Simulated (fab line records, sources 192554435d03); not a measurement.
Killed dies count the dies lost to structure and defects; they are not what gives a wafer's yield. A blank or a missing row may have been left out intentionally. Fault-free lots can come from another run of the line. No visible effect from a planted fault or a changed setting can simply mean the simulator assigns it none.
fab line records	flow n5-finfet
record lots=7	wafers=39
route steps=1938 shown BEOL_M9@1446 BEOL_M12@1639
start-h: the number of hours between the record's first day and the start of the first shown wafer of the lot	wait-h: hours since the lot's step before	" same as the row above	L1.1+2: several wafers, shown together as one row	- either no value or no given start	* or withheld: withheld	< > ~ a bound
route shown NAME@n: a module of which the file shows steps, and the number in the route of the first	usual: mean and standard deviation over wafers with no fault	same: alike in all rows	chamber/n: place in a boat	sites: per-site readings	_std_site: how widely they spread, as a standard deviation	_edge_site: outer sites' mean less inner sites'	radius-mm: how far each site lies from the wafer's centre	mask NAME#n: copy n	behind: tool/chamber where the wafer was last shaped	hold: why the lot went on hold/how many hours it stayed there/how the hold came to an end	device: transistor that didn't switch, given as n, p or np	end of line: the same wafers' tests at the end of the route	a step with no rows: only its recipe	killed: dies that structure and defects cost at the first sort, which is not the same as the wafer's yield	map: a wafer's dies, marking killed ones x, the rest . and places with no die _
set.NAME: the setting as run; set.NAME@STEP: as run at that earlier step	model.NAME: the simulator's own value behind a step, which no gauge read
lots run with intentionally changed settings; tables by step, rows by wafer
## steps
# step N5_BEOL_M9_TRENCH_ETCH_37
# recipe chemistry=C4F6/O2	target-depth-a=1514.3	target=SiCOH_lowk	time-s=49	ion-energy-ev=250	pressure-mtorr=30	source-w=345	bias-w=185	Ar_flow_sccm=300	C4F6_flow_sccm=10	O2_flow_sccm=10
lot.wafer	tool	chamber	start-h	wait-h	set.time-s	model.BEOL_M9.feature-depth-nm	model.etch.depth-nm	model.TiN_of_BEOL_M9_HM_DEP_02.thk-nm
L075.1	rie-diel-03	1	-	-	49	157.8	157.9	15.6
L075.2	"	0	"	"	49	154.6	154.6	15.6
L075.3	"	3	"	"	49	148.2	148.2	15.6
L075.4	"	2	"	"	49	153	153	15.6
L075.5	"	0	"	"	49	155	155.1	15.6
L075.6	"	1	"	"	49	156	156	15.6
L077.1	rie-diel-02	3	-	-	75.11	229.6	229.5	13.6
L077.2	"	1	"	"	75.11	227.4	227.5	13.6
L077.3	"	0	"	"	49	145.8	145.7	16
L077.4	"	1	"	"	49	150	150	15.8
L077.5	"	0	"	"	75.11	224.2	224.3	13.8
L077.6	"	3	"	"	49	148	148.1	15.8
L078.3	rie-diel-05	1	-	-	49	153.6	153.5	15.6
L078.4	"	0	"	"	49	147.2	147.3	15.8
L078.6	"	3	"	"	49	147.6	147.5	16
L079.1	rie-diel-02	2	-	-	30.1	90.2	90.24	17.4
L079.2	"	1	"	"	49	150.8	150.7	16
L079.3	"	3	"	"	30.1	90.8	90.77	17.4
L079.4	"	2	"	"	30.1	90.8	90.79	17.4
L079.5	"	3	"	"	49	147.6	147.7	15.8
L079.6	"	1	"	"	49	151	151	15.8
L084.1	rie-diel-03	3	-	-	65.6	201.2	201.2	14.4
L084.2	"	2	"	"	49	153.4	153.4	15.4
L084.3	"	0	"	"	65.6	209.4	209.4	13.8
L084.4	"	1	"	"	65.6	211.4	211.4	14
L084.5	"	2	"	"	49	151.8	151.9	15.4
L084.6	"	1	"	"	49	157	157.1	15.2
L092.1	rie-diel-05	3	-	-	27.9	83.8	83.87	17.4
L092.2	"	2	"	"	49	147.6	147.6	15.8
L092.3	"	0	"	"	27.9	83	82.96	17.4
L092.4	"	1	"	"	49	155.2	155.1	15.8
L092.5	"	2	"	"	27.9	83.4	83.35	17.6
L092.6	"	1	"	"	49	153.4	153.4	15.6
L097.1	rie-diel-02	0	-	-	49	154	154	15.6
L097.2	"	1	"	"	49	151.2	151.2	15.8
L097.3	"	3	"	"	49	153	153	15.8
L097.4	"	2	"	"	49	149.6	149.7	15.8
L097.5	"	0	"	"	49	153.6	153.6	15.8
L097.6	"	3	"	"	49	154.4	154.3	15.6
# step N5_BEOL_M9_ETCH_41
# recipe chemistry=CH3F/O2	target=SiCN	target-depth-a=366	taper-deg=2	time-s=70.1	ion-energy-ev=120	mask-material=TiN	pressure-mtorr=30	source-w=395	bias-w=75	Ar_flow_sccm=150	CH3F_flow_sccm=30	O2_flow_sccm=20
# step N5_BEOL_M9_STRIP_80
# recipe chemistry=N2/H2	time-s=10	power-w=450	temp-c=40	pressure-mtorr=20	rf-frequency-hz=6e+07	bias-power-w=7	n2-flow-sccm=200	h2-flow-sccm=200
# step N5_BEOL_M9_OCD_MEAS_38
# usual trench-depth-nm=151/3.3
lot.wafer	tool	chamber	start-h	wait-h	set.time-s@BEOL_M9_TRENCH_ETCH_37	trench-depth-nm
L075.1	ocd-01	-	219.78	-	49	158
L075.2	"	-	"	"	49	155
L075.3	"	-	"	"	49	148
L075.4	"	-	"	"	49	153
L075.5	"	-	"	"	49	155
L075.6	"	-	"	"	49	155
L077.1	ocd-02	-	226.17	-	75.11	230
L077.2	"	-	"	"	75.11	228
L077.3	"	-	"	"	49	146
L077.4	"	-	"	"	49	150
L077.5	"	-	"	"	75.11	225
L077.6	"	-	"	"	49	148
L078.3	ocd-02	-	252.21	-	49	153
L078.4	"	-	"	"	49	147
L078.6	"	-	"	"	49	147
L079.1	ocd-01	-	261.34	-	30.1	90
L079.2	"	-	"	"	49	150
L079.3	"	-	"	"	30.1	91
L079.4	"	-	"	"	30.1	91
L079.5	"	-	"	"	49	148
L079.6	"	-	"	"	49	151
L084.1	ocd-02	-	288.11	-	65.6	201
L084.2	"	-	"	"	49	153
L084.3	"	-	"	"	65.6	209
L084.4	"	-	"	"	65.6	211
L084.5	"	-	"	"	49	152
L084.6	"	-	"	"	49	157
L092.1	ocd-01	-	330.63	-	27.9	83
L092.2	"	-	"	"	49	148
L092.3	"	-	"	"	27.9	83
L092.4	"	-	"	"	49	155
L092.5	"	-	"	"	27.9	83
L092.6	"	-	"	"	49	154
L097.1	ocd-01	-	365.40	-	49	154
L097.2	"	-	"	"	49	151
L097.3	"	-	"	"	49	153
L097.4	"	-	"	"	49	149
L097.5	"	-	"	"	49	154
L097.6	"	-	"	"	49	155
# step N5_BEOL_M9_HM_STRIP_39
# recipe chemistry=peroxide-tin-strip	material=TiN	target-depth-a=250	temp-c=50	time-s=158
# step N5_BEOL_M9_SRD_40
# recipe time-s=30	temp-c=23	rinse-liquid=diw	dry=ipa-marangoni
# step N5_BEOL_M9_ECD_50
# recipe material=Cu	target-thk-a=3180
# step N5_BEOL_M9_ANNEAL_51
# recipe temp-c=225	time-s=90	ambient=N2
# step N5_BEOL_M9_CMP_52
# recipe stop-on=SiCOH_lowk	t-overpolish-s=7	down-force-psi=1	platen-rpm=50	clearing-platen-down-force-psi=1.5	clearing-platen-rpm=50	post-cmp-clean=cu-alkaline	target-thk-nm=140	clearing-platen-pad-velocity-m-s=0.99484	pad-velocity-m-s=0.99484
lot.wafer	tool	chamber	start-h	wait-h	set.time-s@BEOL_M9_TRENCH_ETCH_37	model.Cu_of_BEOL_M9_ECD_50.thk-nm
L075.2	cmp-02	1	223.62	0.3	49	142.8
L075.4	"	2	"	"	49	140.4
L075.3	"	3	"	"	49	135.6
L075.1	"	0	"	"	49	147
L075.6	"	1	"	"	49	144.4
L075.5	"	2	"	"	49	143.4
L077.3	cmp-04	1	228.68	0.2	49	133
L077.1	"	2	"	"	75.11	217.8
L077.4	"	3	"	"	49	137.4
L077.2	"	0	"	"	75.11	216
L077.5	"	1	"	"	75.11	213
L077.6	"	2	"	"	49	137
L078.4	cmp-02	0	255.25	0.2	49	135.2
L078.3	"	2	"	"	49	141.4
L078.6	"	3	"	"	49	135.8
L079.1	cmp-04	1	263.09	0.3	30.1	78.4
L079.2+6	"	2	"	"	49	139.4
L079.4	"	3	"	"	30.1	77.6
L079.3	"	0	"	"	30.1	79.8
L079.5	"	1	"	"	49	135
L084.3	cmp-03	2	290.19	0.2	65.6	197.6
L084.2	"	3	"	"	49	142
L084.4	"	0	"	"	65.6	199.2
L084.1	"	1	"	"	65.6	190
L084.5	"	2	"	"	49	139
L084.6	"	3	"	"	49	146.2
L092.3	cmp-04	0	333.81	0.2	27.9	72.8
L092.4	"	1	"	"	49	142.2
L092.2	"	2	"	"	49	135.2
L092.1	"	3	"	"	27.9	71.2
L092.5	"	0	"	"	27.9	71.8
L092.6	"	1	"	"	49	140.2
L097.1	cmp-03	1	367.59	0.3	49	143.4
L097.4	"	2	"	"	49	139.8
L097.2	"	3	"	"	49	140.8
L097.3	"	0	"	"	49	142.6
L097.6	"	1	"	"	49	144
L097.5	"	2	"	"	49	141.4
# step N5_BEOL_M9_THK_MEAS_53
# recipe thk-meas-gauge=xrf	reads=Cu_of_BEOL_M9_ECD_50
# usual M9_THK=141/3.8
lot.wafer	tool	chamber	start-h	wait-h	set.time-s@BEOL_M9_TRENCH_ETCH_37	M9_THK[nm]
L075.1	film-metro-02	-	223.92	-	49	149
L075.2	"	-	"	"	49	145
L075.3	"	-	"	"	49	138
L075.4	"	-	"	"	49	143
L075.5	"	-	"	"	49	146
L075.6	"	-	"	"	49	147
L077.1	film-metro-01	-	228.98	-	75.11	221
L077.2	"	-	"	"	75.11	218
L077.3	"	-	"	"	49	134
L077.4	"	-	"	"	49	139
L077.5	"	-	"	"	75.11	216
L077.6	"	-	"	"	49	138
L078.3	film-metro-02	-	255.51	-	49	144
L078.4	"	-	"	"	49	138
L078.6	"	-	"	"	49	138
L079.1	film-metro-01	-	263.38	-	30.1	79
L079.2	"	-	"	"	49	141
L079.3	"	-	"	"	30.1	80
L079.4	"	-	"	"	30.1	78
L079.5	"	-	"	"	49	136
L079.6	"	-	"	"	49	140
L084.1	film-metro-02	-	290.49	-	65.6	192
L084.2	"	-	"	"	49	143
L084.3	"	-	"	"	65.6	198
L084.4	"	-	"	"	65.6	200
L084.5	"	-	"	"	49	139
L084.6	"	-	"	"	49	147
L092.1	film-metro-02	-	334.11	-	27.9	72
L092.2	"	-	"	"	49	137
L092.3	"	-	"	"	27.9	74
L092.4	"	-	"	"	49	144
L092.5	"	-	"	"	27.9	73
L092.6	"	-	"	"	49	142
L097.1	film-metro-02	-	367.89	-	49	147
L097.2	"	-	"	"	49	144
L097.3	"	-	"	"	49	146
L097.4	"	-	"	"	49	143
L097.5	"	-	"	"	49	145
L097.6	"	-	"	"	49	148
# step N5_BEOL_M9_PRE_CLEAN_55
# recipe gas=NH3	time-s=15	temp-c=withheld	rf-power-w=300
# step N5_BEOL_M9_DEP_56
# recipe material=SiCN	target-thk-a=150	temp-c=withheld	precursor=3MS/NH3	pressure-torr=3	rf-w=202	time-s=26.5
# step N5_BEOL_M9_RS_MEAS_57
# recipe thk-meas-gauge=four-point-probe	reads=Cu_of_BEOL_M9_ECD_50+Co_of_BEOL_M9_CVD_78+TaN_of_BEOL_M9_ALD_74
# usual M9_RS=0.152/0.0042
lot.wafer	tool	chamber	start-h	wait-h	set.time-s@BEOL_M9_TRENCH_ETCH_37	M9_RS[ohm/sq]
L075.1	film-metro-01	-	224.05	0.1	49	0.143
L075.2	"	-	"	"	49	0.148
L075.3	"	-	"	"	49	0.156
L075.4	"	-	"	"	49	0.150
L075.5	"	-	"	"	49	0.147
L075.6	"	-	"	"	49	0.146
L077.1	film-metro-02	-	229.11	0.1	75.11	0.093
L077.2	"	-	"	"	75.11	0.094
L077.3	"	-	"	"	49	0.160
L077.4	"	-	"	"	49	0.154
L077.5	"	-	"	"	75.11	0.096
L077.6	"	-	"	"	49	0.155
L078.3	film-metro-01	-	255.65	0.1	49	0.149
L078.4	"	-	"	"	49	0.157
L078.6	"	-	"	"	49	0.156
L079.1	film-metro-02	-	263.52	0.1	30.1	0.292
L079.2	"	-	"	"	49	0.151
L079.3	"	-	"	"	30.1	0.286
L079.4	"	-	"	"	30.1	0.296
L079.5	"	-	"	"	49	0.157
L079.6	"	-	"	"	49	0.151
L084.1	film-metro-01	-	290.62	0.1	65.6	0.108
L084.2	"	-	"	"	49	0.149
L084.3	"	-	"	"	65.6	0.104
L084.4	"	-	"	"	65.6	0.103
L084.5	"	-	"	"	49	0.152
L084.6	"	-	"	"	49	0.144
L092.1	film-metro-02	-	334.24	0.1	27.9	0.327
L092.2	"	-	"	"	49	0.157
L092.3	"	-	"	"	27.9	0.318
L092.4	"	-	"	"	49	0.148
L092.5	"	-	"	"	27.9	0.323
L092.6	"	-	"	"	49	0.150
L097.1	film-metro-01	-	368.02	0.1	49	0.147
L097.2	"	-	"	"	49	0.150
L097.3	"	-	"	"	49	0.148
L097.4	"	-	"	"	49	0.151
L097.5	"	-	"	"	49	0.150
L097.6	"	-	"	"	49	0.146
# step N5_BEOL_M12_TRENCH_ETCH_34
# recipe chemistry=C4F8/O2/Ar	target=SiOC	target-depth-a=3189.5	mask-material=SOC	pressure-mtorr=30	source-w=3000	bias-w=700	Ar_flow_sccm=400	C4F8_flow_sccm=15	O2_flow_sccm=8	he-inner-torr=15	he-outer-torr=30	time-s=125.5	ion-energy-ev=250
lot.wafer	tool	chamber	start-h	wait-h	set.target-depth-a	model.etch.depth-nm
L075.1	rie-diel-04	0	242.44	0.0	3189.5	317
L075.2	"	3	"	"	4192	422
L075.3	"	1	"	"	3189.5	331.5
L075.4	"	2	"	"	4192	403.9
L075.5	"	1	"	"	3189.5	331.7
L075.6	"	2	"	"	4192	403.2
L077.1	rie-diel-04	0	251.32	0.0	4552	448.5
L077.2	"	2	"	"	3189.5	306.9
L077.3	"	1	"	"	3189.5	329.8
L077.4	"	3	"	"	4552	448.2
L077.5	"	3	"	"	3189.5	316.3
L077.6	"	0	"	"	4552	446.1
L078.3	rie-diel-06	3	272.40	0.0	3189.5	329.6
L078.4	"	1	"	"	3189.5	316.5
L078.6	"	2	"	"	3189.5	327.8
L079.1	rie-diel-01	2	283.59	0.0	3189.5	316.7
L079.2	"	1	"	"	2378	240.4
L079.3	"	3	"	"	3189.5	324.1
L079.4+6	"	0	"	"	2378	239.8
L079.5	"	1	"	"	3189.5	320.4
L084.1	rie-diel-06	0	306.55	0.0	3189.5	316.1
L084.2	"	1	"	"	3189.5	315.9
L084.3	"	3	"	"	3189.5	328.5
L084.4	"	2	"	"	3189.5	324.5
L084.5	"	3	"	"	3189.5	327
L084.6	"	2	"	"	3189.5	322.7
L092.1	rie-diel-04	0	353.02	0.0	4498	447.6
L092.2	"	2	"	"	4498	433.5
L092.3	"	3	"	"	3189.5	315.6
L092.4	"	1	"	"	4498	470.4
L092.5	"	2	"	"	3189.5	305.3
L092.6	"	3	"	"	3189.5	317.1
L097.1	rie-diel-06	1	383.63	0.0	3189.5	316.1
L097.2	"	3	"	"	2536	258.9
L097.3	"	2	"	"	2536	260.1
L097.4	"	0	"	"	2536	261.5
L097.5	"	3	"	"	3189.5	329.9
L097.6	"	0	"	"	3189.5	330
# step N5_BEOL_M12_STRIP_70
# recipe chemistry=C4F8/O2/Ar	resist=SiARC	rf-frequency-hz=6e+07
# step N5_BEOL_M12_OCD_MEAS_35
# usual trench-depth-nm=320/7
lot.wafer	tool	chamber	start-h	wait-h	set.target-depth-a@BEOL_M12_TRENCH_ETCH_34	trench-depth-nm
L075.1	ocd-02	-	242.59	0.0	3189.5	317
L075.2	"	-	"	"	4192	422
L075.3	"	-	"	"	3189.5	332
L075.4	"	-	"	"	4192	404
L075.5	"	-	"	"	3189.5	331
L075.6	"	-	"	"	4192	403
L077.1	ocd-02	-	251.48	0.0	4552	449
L077.2	"	-	"	"	3189.5	307
L077.3	"	-	"	"	3189.5	330
L077.4	"	-	"	"	4552	448
L077.5	"	-	"	"	3189.5	316
L077.6	"	-	"	"	4552	446
L078.3	ocd-02	-	272.56	0.0	3189.5	329
L078.4	"	-	"	"	3189.5	317
L078.6	"	-	"	"	3189.5	327
L079.1	ocd-02	-	283.75	0.0	3189.5	317
L079.2	"	-	"	"	2378	240
L079.3	"	-	"	"	3189.5	324
L079.4	"	-	"	"	2378	240
L079.5	"	-	"	"	3189.5	320
L079.6	"	-	"	"	2378	240
L084.1	ocd-01	-	306.70	0.0	3189.5	316
L084.2	"	-	"	"	3189.5	316
L084.3	"	-	"	"	3189.5	328
L084.4	"	-	"	"	3189.5	325
L084.5	"	-	"	"	3189.5	327
L084.6	"	-	"	"	3189.5	323
L092.1	ocd-01	-	353.17	0.0	4498	448
L092.2	"	-	"	"	4498	433
L092.3	"	-	"	"	3189.5	315
L092.4	"	-	"	"	4498	470
L092.5	"	-	"	"	3189.5	305
L092.6	"	-	"	"	3189.5	317
L097.1	ocd-02	-	383.79	0.0	3189.5	316
L097.2	"	-	"	"	2536	259
L097.3	"	-	"	"	2536	260
L097.4	"	-	"	"	2536	261
L097.5	"	-	"	"	3189.5	329
L097.6	"	-	"	"	3189.5	330
# step N5_BEOL_M12_STRIP_37
# recipe chemistry=N2/H2	power-w=1000	temp-c=250	h2-frac=0.65	overash-fraction=0.3	pressure-mtorr=withheld	n2-flow-sccm=1750	h2-flow-sccm=3250
# step N5_BEOL_M12_ETCH_38
# recipe chemistry=CF4/N2	target=SiCN	target-depth-a=687	taper-deg=2	time-s=73.4	ion-energy-ev=150	mask-material=SiO2	pressure-mtorr=40	source-w=430	bias-w=70	Ar_flow_sccm=100	cf4-flow-sccm=60	n2-flow-sccm=60
# step N5_BEOL_M12_ECD_47
# recipe material=Cu	target-thk-a=7200
# step N5_BEOL_M12_ANNEAL_48
# recipe temp-c=225	time-s=90	ambient=N2
# step N5_BEOL_M12_CMP_49
# recipe stop-on=SiOC	t-overpolish-s=20.6	down-force-psi=1	platen-rpm=50	clearing-platen-down-force-psi=1.5	clearing-platen-rpm=50	post-cmp-clean=cu-alkaline	target-thk-nm=320	clearing-platen-pad-velocity-m-s=0.99484	pad-velocity-m-s=0.99484
lot.wafer	tool	chamber	start-h	wait-h	set.target-depth-a@BEOL_M12_TRENCH_ETCH_34	model.Cu_of_BEOL_M12_ECD_47.thk-nm
L075.3	cmp-01	2	246.34	0.2	3189.5	335.2
L075.2	"	3	"	"	4192	423.8
L075.1	"	0	"	"	3189.5	318.6
L075.4	"	1	"	"	4192	404.8
L075.6	"	2	"	"	4192	406.6
L075.5	"	3	"	"	3189.5	333.2
L077.3	cmp-04	2	255.50	0.2	3189.5	331.2
L077.4	"	3	"	"	4552	448.2
L077.2	"	0	"	"	3189.5	307.2
L077.1	"	1	"	"	4552	446.8
L077.5	"	2	"	"	3189.5	317.6
L077.6	"	3	"	"	4552	446.6
L078.4	cmp-04	3	275.70	0.1	3189.5	318.2
L078.3	"	0	"	"	3189.5	332
L078.6	"	3	"	"	3189.5	329.6
L079.2	cmp-02	2	287.09	0.2	2378	239.6
L079.1	"	3	"	"	3189.5	318
L079.4	"	0	"	"	2378	242.8
L079.3	"	1	"	"	3189.5	326.8
L079.5	"	2	"	"	3189.5	321.4
L079.6	"	3	"	"	2378	239.2
L084.3	cmp-02	2	308.01	0.2	3189.5	328.4
L084.2	"	3	"	"	3189.5	315.4
L084.1	"	0	"	"	3189.5	318.2
L084.4	"	1	"	"	3189.5	325.8
L084.5	"	2	"	"	3189.5	327.2
L084.6	"	3	"	"	3189.5	322.8
L092.3	cmp-02	3	354.45	0.2	3189.5	314.4
L092.4	"	0	"	"	4498	470.4
L092.2	"	1	"	"	4498	434
L092.1	"	2	"	"	4498	446.8
L092.6	"	3	"	"	3189.5	316.6
L092.5	"	0	"	"	3189.5	305.2
L097.4	cmp-01	2	386.07	0.1	2536	262.4
L097.3	"	3	"	"	2536	259
L097.1	"	0	"	"	3189.5	318.8
L097.2	"	1	"	"	2536	257.4
L097.6	"	2	"	"	3189.5	331.2
L097.5	"	3	"	"	3189.5	329.6
# step N5_BEOL_M12_THK_MEAS_50
# recipe thk-meas-gauge=xrf	reads=Cu_of_BEOL_M12_ECD_47
# usual M12_THK=326/7.6
lot.wafer	tool	chamber	start-h	wait-h	set.target-depth-a@BEOL_M12_TRENCH_ETCH_34	M12_THK[nm]
L075.1	film-metro-01	-	246.63	-	3189.5	324
L075.2	"	-	"	"	4192	430
L075.3	"	-	"	"	3189.5	339
L075.4	"	-	"	"	4192	413
L075.5	"	-	"	"	3189.5	337
L075.6	"	-	"	"	4192	413
L077.1	film-metro-01	-	255.79	-	4552	454
L077.2	"	-	"	"	3189.5	312
L077.3	"	-	"	"	3189.5	336
L077.4	"	-	"	"	4552	455
L077.5	"	-	"	"	3189.5	322
L077.6	"	-	"	"	4552	455
L078.3	film-metro-02	-	276.00	-	3189.5	337
L078.4	"	-	"	"	3189.5	323
L078.6	"	-	"	"	3189.5	335
L079.1	film-metro-01	-	287.39	-	3189.5	324
L079.2	"	-	"	"	2378	244
L079.3	"	-	"	"	3189.5	334
L079.4	"	-	"	"	2378	248
L079.5	"	-	"	"	3189.5	328
L079.6	"	-	"	"	2378	245
L084.1	film-metro-02	-	308.31	-	3189.5	322
L084.2	"	-	"	"	3189.5	319
L084.3	"	-	"	"	3189.5	332
L084.4	"	-	"	"	3189.5	331
L084.5	"	-	"	"	3189.5	331
L084.6	"	-	"	"	3189.5	325
L092.1	film-metro-01	-	354.75	-	4498	457
L092.2	"	-	"	"	4498	444
L092.3	"	-	"	"	3189.5	321
L092.4	"	-	"	"	4498	481
L092.5	"	-	"	"	3189.5	311
L092.6	"	-	"	"	3189.5	323
L097.1	film-metro-01	-	386.36	-	3189.5	323
L097.2	"	-	"	"	2536	262
L097.3	"	-	"	"	2536	262
L097.4	"	-	"	"	2536	265
L097.5	"	-	"	"	3189.5	333
L097.6	"	-	"	"	3189.5	336
# step N5_BEOL_M12_PRE_CLEAN_52
# recipe gas=NH3	time-s=15	temp-c=withheld	rf-power-w=300
# step N5_BEOL_M12_DEP_53
# recipe material=SiCN	target-thk-a=300	temp-c=withheld	precursor=3MS/NH3	pressure-torr=3	rf-w=675	time-s=10.5
# step N5_BEOL_M12_RS_MEAS_54
# recipe thk-meas-gauge=four-point-probe	reads=Cu_of_BEOL_M12_ECD_47+Ta_of_BEOL_M12_SPUTTER_44+TaN_of_BEOL_M12_SPUTTER_43
# usual M12_RS=0.0599/0.0014
lot.wafer	tool	chamber	start-h	wait-h	set.target-depth-a@BEOL_M12_TRENCH_ETCH_34	M12_RS[ohm/sq]
L075.1	film-metro-02	-	246.76	0.0	3189.5	0.0603
L075.2	"	-	"	"	4192	0.0448
L075.3	"	-	"	"	3189.5	0.0572
L075.4	"	-	"	"	4192	0.0469
L075.5	"	-	"	"	3189.5	0.0575
L075.6	"	-	"	"	4192	0.0467
L077.1	film-metro-01	-	255.92	0.0	4552	0.0424
L077.2	"	-	"	"	3189.5	0.0627
L077.3	"	-	"	"	3189.5	0.0579
L077.4	"	-	"	"	4552	0.0424
L077.5	"	-	"	"	3189.5	0.0606
L077.6	"	-	"	"	4552	0.0425
L078.3	film-metro-02	-	276.12	0.0	3189.5	0.0576
L078.4	"	-	"	"	3189.5	0.0602
L078.6	"	-	"	"	3189.5	0.0582
L079.1	film-metro-02	-	287.52	0.0	3189.5	0.0602
L079.2	"	-	"	"	2378	0.0812
L079.3	"	-	"	"	3189.5	0.0586
L079.4	"	-	"	"	2378	0.0803
L079.5	"	-	"	"	3189.5	0.0597
L079.6	"	-	"	"	2378	0.0813
L084.1	film-metro-01	-	308.43	0.0	3189.5	0.0604
L084.2	"	-	"	"	3189.5	0.0609
L084.3	"	-	"	"	3189.5	0.0585
L084.4	"	-	"	"	3189.5	0.0590
L084.5	"	-	"	"	3189.5	0.0587
L084.6	"	-	"	"	3189.5	0.0595
L092.1	film-metro-02	-	354.87	0.0	4498	0.0424
L092.2	"	-	"	"	4498	0.0436
L092.3	"	-	"	"	3189.5	0.0611
L092.4	"	-	"	"	4498	0.0402
L092.5	"	-	"	"	3189.5	0.0630
L092.6	"	-	"	"	3189.5	0.0606
L097.1	film-metro-01	-	386.49	0.0	3189.5	0.0602
L097.2	"	-	"	"	2536	0.0754
L097.3	"	-	"	"	2536	0.0751
L097.4	"	-	"	"	2536	0.0740
L097.5	"	-	"	"	3189.5	0.0583
L097.6	"	-	"	"	3189.5	0.0580
## key
split step=N5_BEOL_M9_TRENCH_ETCH_37	setting=time-s	stated=49	by=wafer
response step=N5_BEOL_M9_TRENCH_ETCH_37	reading=model.BEOL_M9.feature-depth-nm	change=+1.54	per=1%	r=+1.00
response step=N5_BEOL_M9_TRENCH_ETCH_37	reading=model.etch.depth-nm	change=+1.54	per=1%	r=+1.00
response step=N5_BEOL_M9_TRENCH_ETCH_37	reading=model.TiN_of_BEOL_M9_HM_DEP_02.thk-nm	change=-0.0401	per=1%	r=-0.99
response step=N5_BEOL_M9_OCD_MEAS_38	reading=trench-depth-nm	change=+1.54	per=1%	r=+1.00
response step=N5_BEOL_M9_CMP_52	reading=model.Cu_of_BEOL_M9_ECD_50.thk-nm	change=+1.53	per=1%	r=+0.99
response step=N5_BEOL_M9_THK_MEAS_53	reading=M9_THK	change=+1.55	per=1%	r=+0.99
response step=N5_BEOL_M9_RS_MEAS_57	reading=M9_RS	change=-0.00238	per=1%	r=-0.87
split step=N5_BEOL_M12_TRENCH_ETCH_34	setting=target-depth-a	stated=3189.5	by=wafer
response step=N5_BEOL_M12_TRENCH_ETCH_34	reading=model.etch.depth-nm	change=+3.09	per=1%	r=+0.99
response step=N5_BEOL_M12_OCD_MEAS_35	reading=trench-depth-nm	change=+3.09	per=1%	r=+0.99
response step=N5_BEOL_M12_CMP_49	reading=model.Cu_of_BEOL_M12_ECD_47.thk-nm	change=+3.09	per=1%	r=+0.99
response step=N5_BEOL_M12_THK_MEAS_50	reading=M12_THK	change=+3.17	per=1%	r=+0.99
response step=N5_BEOL_M12_RS_MEAS_54	reading=M12_RS	change=-0.000508	per=1%	r=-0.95
